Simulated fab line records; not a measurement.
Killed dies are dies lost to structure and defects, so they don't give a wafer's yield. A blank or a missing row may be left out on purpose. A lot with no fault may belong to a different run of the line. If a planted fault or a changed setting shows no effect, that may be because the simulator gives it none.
Which tool did it? / flow n5-finfet / 11 lots with 33 wafers sampled at 6 steps, on a route of 1938 steps

WHAT THE GAUGES SHOWED, per wafer
N5_BEOL_M7_OCD_MEAS_38. Usual: trench-depth-nm at 91.8 nm, with a standard deviation of 1.7.
lot=L870; measured=day 9 13:19; on=ocd-02; trench-depth-nm (nm)=89.9 90.5 89.7; flag=
lot=L872; measured=day 9 23:40; on=ocd-02; trench-depth-nm (nm)=93.7 92.7 93.7; flag=
lot=L873; measured=day 10 08:05; on=ocd-02; trench-depth-nm (nm)=90.5 94.5 92.4; flag=
lot=L874; measured=day 10 16:47; on=ocd-02; trench-depth-nm (nm)=89.7 92.8 94.6; flag=
lot=L876; measured=day 11 06:31; on=ocd-02; trench-depth-nm (nm)=94.0 92.4 92.9; flag=
lot=L878; measured=day 12 03:48; on=ocd-01; trench-depth-nm (nm)=93.2 90.1 91.4; flag=
lot=L881; measured=day 13 02:54; on=ocd-01; trench-depth-nm (nm)=92.9 92.5 90.0; flag=
lot=L879; measured=day 13 04:58; on=ocd-01; trench-depth-nm (nm)=89.0 90.1 88.3; flag=
lot=L889; measured=day 14 11:02; on=ocd-01; trench-depth-nm (nm)=93.1 92.9 92.6; flag=
lot=L890; measured=day 15 10:46; on=ocd-01; trench-depth-nm (nm)=89.1 94.7 90.0; flag=
lot=L892; measured=day 15 17:38; on=ocd-01; trench-depth-nm (nm)=94.0 92.3 94.2; flag=

N5_BEOL_M7_CD_MEAS_35: target cd 40 nm. Usual: cd-nm at 39.6 nm, with a standard deviation of 0.49.
lot=L870; measured=day 9 13:29; on=cd-sem-02; cd-nm (nm)=39.7 40.9 39.4; flag=
lot=L872; measured=day 9 23:50; on=cd-sem-03; cd-nm (nm)=38.8 39.5 39.1; flag=
lot=L873; measured=day 10 08:14; on=cd-sem-03; cd-nm (nm)=40.6 39.7 39.0; flag=
lot=L874; measured=day 10 16:56; on=cd-sem-01; cd-nm (nm)=39.3 39.2 39.3; flag=
lot=L876; measured=day 11 06:40; on=cd-sem-01; cd-nm (nm)=39.8 40.1 39.7; flag=
lot=L878; measured=day 12 03:58; on=cd-sem-03; cd-nm (nm)=39.7 39.5 39.9; flag=
lot=L881; measured=day 13 03:03; on=cd-sem-01; cd-nm (nm)=40.2 40.1 39.9; flag=
lot=L879; measured=day 13 05:07; on=cd-sem-01; cd-nm (nm)=39.1 39.1 39.5; flag=
lot=L889; measured=day 14 11:11; on=cd-sem-02; cd-nm (nm)=39.4 39.8 39.6; flag=
lot=L890; measured=day 15 10:55; on=cd-sem-01; cd-nm (nm)=39.2 39.2 39.4; flag=
lot=L892; measured=day 15 17:48; on=cd-sem-03; cd-nm (nm)=39.9 40.3 40.1; flag=

N5_BEOL_M7_INSPECT_58: inspects for defects (darkfield). Usual: raw-defect-count at 70, with a standard deviation of 27.
lot=L870; measured=day 9 16:58; on=defect-inspect-01; raw-defect-count=57 52 71; flag=
lot=L872; measured=day 10 01:55; on=defect-inspect-02; raw-defect-count=87 118 78; flag=
lot=L873; measured=day 10 11:10; on=defect-inspect-01; raw-defect-count=99 115 83; flag=
lot=L874; measured=day 10 19:17; on=defect-inspect-02; raw-defect-count=50 104 63; flag=
lot=L876; measured=day 11 08:48; on=defect-inspect-02; raw-defect-count=45 31 29; flag=
lot=L878; measured=day 12 07:34; on=defect-inspect-01; raw-defect-count=53 33 58; flag=
lot=L881; measured=day 13 05:24; on=defect-inspect-01; raw-defect-count=822 781 731; flag=OFF
lot=L879; measured=day 13 08:36; on=defect-inspect-02; raw-defect-count=700 686 759; flag=OFF
lot=L889; measured=day 14 14:30; on=defect-inspect-02; raw-defect-count=84 85 74; flag=
lot=L890; measured=day 15 14:32; on=defect-inspect-02; raw-defect-count=30 44 43; flag=
lot=L892; measured=day 15 22:14; on=defect-inspect-02; raw-defect-count=185 94 111; flag=

N5_BEOL_M8_INSPECT_13: inspects for defects (brightfield). Usual: raw-defect-count at 413, with a standard deviation of 110.
lot=L870; measured=day 9 21:49; on=defect-inspect-01; raw-defect-count=306 434 413; flag=
lot=L872; measured=day 10 03:55; on=defect-inspect-02; raw-defect-count=348 508 381; flag=
lot=L873; measured=day 10 12:59; on=defect-inspect-02; raw-defect-count=343 359 331; flag=
lot=L874; measured=day 10 22:23; on=defect-inspect-01; raw-defect-count=313 399 453; flag=
lot=L876; measured=day 11 10:26; on=defect-inspect-01; raw-defect-count=599 478 749; flag=
lot=L878; measured=day 12 10:23; on=defect-inspect-01; raw-defect-count=557 553 438; flag=
lot=L881; measured=day 13 07:51; on=defect-inspect-01; raw-defect-count=1107 1054 1043; flag=OFF
lot=L879; measured=day 13 11:16; on=defect-inspect-01; raw-defect-count=929 885 972; flag=OFF
lot=L889; measured=day 14 18:31; on=defect-inspect-02; raw-defect-count=369 466 361; flag=
lot=L890; measured=day 15 16:07; on=defect-inspect-02; raw-defect-count=330 276 265; flag=
lot=L892; measured=day 16 00:27; on=defect-inspect-02; raw-defect-count=826 377 608; flag=

TOOL THAT RAN EACH LOT (tool first, then ch and the chambers of the sampled wafers, then the start)
lot=L870; N5_BEOL_M7_ANNEAL_51=rtp-anneal-01 ch 0, day 9 16:07; N5_BEOL_M7_CMP_52=cmp-01 ch 1,2,3, day 9 16:34
lot=L872; N5_BEOL_M7_ANNEAL_51=rtp-anneal-01 ch 0, day 10 01:15; N5_BEOL_M7_CMP_52=cmp-01 ch 0,1,2, day 10 01:29
lot=L873; N5_BEOL_M7_ANNEAL_51=rtp-anneal-02 ch 0, day 10 10:28; N5_BEOL_M7_CMP_52=cmp-03 ch 0,2,3, day 10 10:45
lot=L874; N5_BEOL_M7_ANNEAL_51=rtp-anneal-02 ch 0, day 10 18:32; N5_BEOL_M7_CMP_52=cmp-02 ch 0,2,3, day 10 18:52
lot=L876; N5_BEOL_M7_ANNEAL_51=rtp-anneal-02 ch 0, day 11 08:06; N5_BEOL_M7_CMP_52=cmp-03 ch 1,2,3, day 11 08:21
lot=L878; N5_BEOL_M7_ANNEAL_51=rtp-anneal-02 ch 0, day 12 06:49; N5_BEOL_M7_CMP_52=cmp-01 ch 0,1,2, day 12 07:12
lot=L881; N5_BEOL_M7_ANNEAL_51=rtp-anneal-02 ch 0, day 13 04:38; N5_BEOL_M7_CMP_52=cmp-03 ch 0,2,3, day 13 04:57
lot=L879; N5_BEOL_M7_ANNEAL_51=rtp-anneal-01 ch 0, day 13 07:56; N5_BEOL_M7_CMP_52=cmp-03 ch 1,2,3, day 13 08:16
lot=L889; N5_BEOL_M7_ANNEAL_51=rtp-anneal-02 ch 0, day 14 13:45; N5_BEOL_M7_CMP_52=cmp-01 ch 1,2, day 14 14:05
lot=L890; N5_BEOL_M7_ANNEAL_51=rtp-anneal-02 ch 0, day 15 13:47; N5_BEOL_M7_CMP_52=cmp-02 ch 0,1,2, day 15 14:05
lot=L892; N5_BEOL_M7_ANNEAL_51=rtp-anneal-01 ch 0, day 15 21:29; N5_BEOL_M7_CMP_52=cmp-02 ch 0,1,3, day 15 21:53
- N5_BEOL_M7_ANNEAL_51: time 90 s.
- N5_BEOL_M7_CMP_52: polishes, stops on SiCOH lowk, t overpolish 6.9 s, target thk 80 nm.

AS READ BY THE TOOLS THEMSELVES (means over the sampled wafers that have a number; for cases with no such wafer, the mark the record gives instead)
N5_BEOL_M7_ANNEAL_51. Usual: wafer_temp_C_max at 225.86, with a standard deviation of 0.24.
lot=L870 tool=rtp-anneal-01 wafer_temp_C_max=225.67 flag=
lot=L872 tool=rtp-anneal-01 wafer_temp_C_max=225.61 flag=
lot=L873 tool=rtp-anneal-02 wafer_temp_C_max=226.14 flag=
lot=L874 tool=rtp-anneal-02 wafer_temp_C_max=225.79 flag=
lot=L876 tool=rtp-anneal-02 wafer_temp_C_max=226.09 flag=
lot=L878 tool=rtp-anneal-02 wafer_temp_C_max=225.65 flag=
lot=L881 tool=rtp-anneal-02 wafer_temp_C_max=225.94 flag=
lot=L879 tool=rtp-anneal-01 wafer_temp_C_max=226.19 flag=
lot=L889 tool=rtp-anneal-02 wafer_temp_C_max=225.87 flag=
lot=L890 tool=rtp-anneal-02 wafer_temp_C_max=225.90 flag=
lot=L892 tool=rtp-anneal-01 wafer_temp_C_max=225.93 flag=

N5_BEOL_M7_CMP_52. Usual: barrier-field-endpoint-s 29.0 s, standard deviation 0.74; edge-zone-pressure-frac 1.001, standard deviation 0.0047; motor-current-A 5.8 A, standard deviation 0.77; overpolish-run-s 6.900 s, standard deviation 0.0083; time-to-endpoint-s 63 s, standard deviation 3.
lot=L870; tool=cmp-01; barrier-field-endpoint-s (s)=29.6; edge-zone-pressure-frac=1.002; motor-current-A (A)=6.1; overpolish-run-s (s)=6.899; time-to-endpoint-s (s)=64; flag=
lot=L872; tool=cmp-01; barrier-field-endpoint-s (s)=29.2; edge-zone-pressure-frac=1.001; motor-current-A (A)=6.7; overpolish-run-s (s)=6.906; time-to-endpoint-s (s)=63; flag=
lot=L873; tool=cmp-03; barrier-field-endpoint-s (s)=28.6; edge-zone-pressure-frac=1.001; motor-current-A (A)=5.7; overpolish-run-s (s)=6.904; time-to-endpoint-s (s)=59; flag=
lot=L874; tool=cmp-02; barrier-field-endpoint-s (s)=29.6; edge-zone-pressure-frac=0.997; motor-current-A (A)=5.2; overpolish-run-s (s)=6.901; time-to-endpoint-s (s)=66; flag=
lot=L876; tool=cmp-03; barrier-field-endpoint-s (s)=29.0; edge-zone-pressure-frac=1.004; motor-current-A (A)=5.5; overpolish-run-s (s)=6.892; time-to-endpoint-s (s)=63; flag=
lot=L878; tool=cmp-01; barrier-field-endpoint-s (s)=28.7; edge-zone-pressure-frac=1.003; motor-current-A (A)=6.8; overpolish-run-s (s)=6.905; time-to-endpoint-s (s)=63; flag=
lot=L881; tool=cmp-03; barrier-field-endpoint-s (s)=28.6; edge-zone-pressure-frac=1.007; motor-current-A (A)=5.2; overpolish-run-s (s)=6.911; time-to-endpoint-s (s)=63; flag=
lot=L879; tool=cmp-03; barrier-field-endpoint-s (s)=28.1; edge-zone-pressure-frac=1.002; motor-current-A (A)=5.5; overpolish-run-s (s)=6.904; time-to-endpoint-s (s)=60; flag=
lot=L889; tool=cmp-01; barrier-field-endpoint-s (s)=29.0; edge-zone-pressure-frac=0.999; motor-current-A (A)=6.1; overpolish-run-s (s)=6.909; time-to-endpoint-s (s)=64; flag=
lot=L890; tool=cmp-02; barrier-field-endpoint-s (s)=29.0; edge-zone-pressure-frac=1.000; motor-current-A (A)=5.6; overpolish-run-s (s)=6.905; time-to-endpoint-s (s)=58; flag=
lot=L892; tool=cmp-02; barrier-field-endpoint-s (s)=29.4; edge-zone-pressure-frac=1.003; motor-current-A (A)=5.8; overpolish-run-s (s)=6.896; time-to-endpoint-s (s)=62; flag=

THE ANSWER, worked out from the rows above alone
Rule: a lot is off if the mean of its wafers that have a number lies more than 3 standard deviations from the usual mean. Also off: a lot with no number at a reading for which 4 or more lots have one. All remaining lots with rows at the step are treated as sound. The gauges are gone through in route order, then the tools' own readings, and for those a lot's mean is taken as printed above. The first step at which some lot is off is used, and at that step the reading that is off furthest; a lot without a number counts as furthest.
Off: L881, L879 (N5_BEOL_M7_INSPECT_58, raw-defect-count).
A tool fits if, at a process step before that reading, it ran every lot that is off, and no sound lot after the first of them. Those tools and the gauges at N5_BEOL_M7_INSPECT_58 are tried in the same way. One fits: cmp-03 at N5_BEOL_M7_CMP_52. Its last sound lot is L876 (day 11 08:21), its first lot that is off L881 (day 13 04:57): a fault that began between those two fits.

WHAT THE SIMULATOR PUT IN
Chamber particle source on cmp-03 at N5_BEOL_M7_CMP_52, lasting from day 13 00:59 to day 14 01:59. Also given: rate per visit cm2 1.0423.
Struck lots among those shown: L881, L879. The same result came from the rule above.
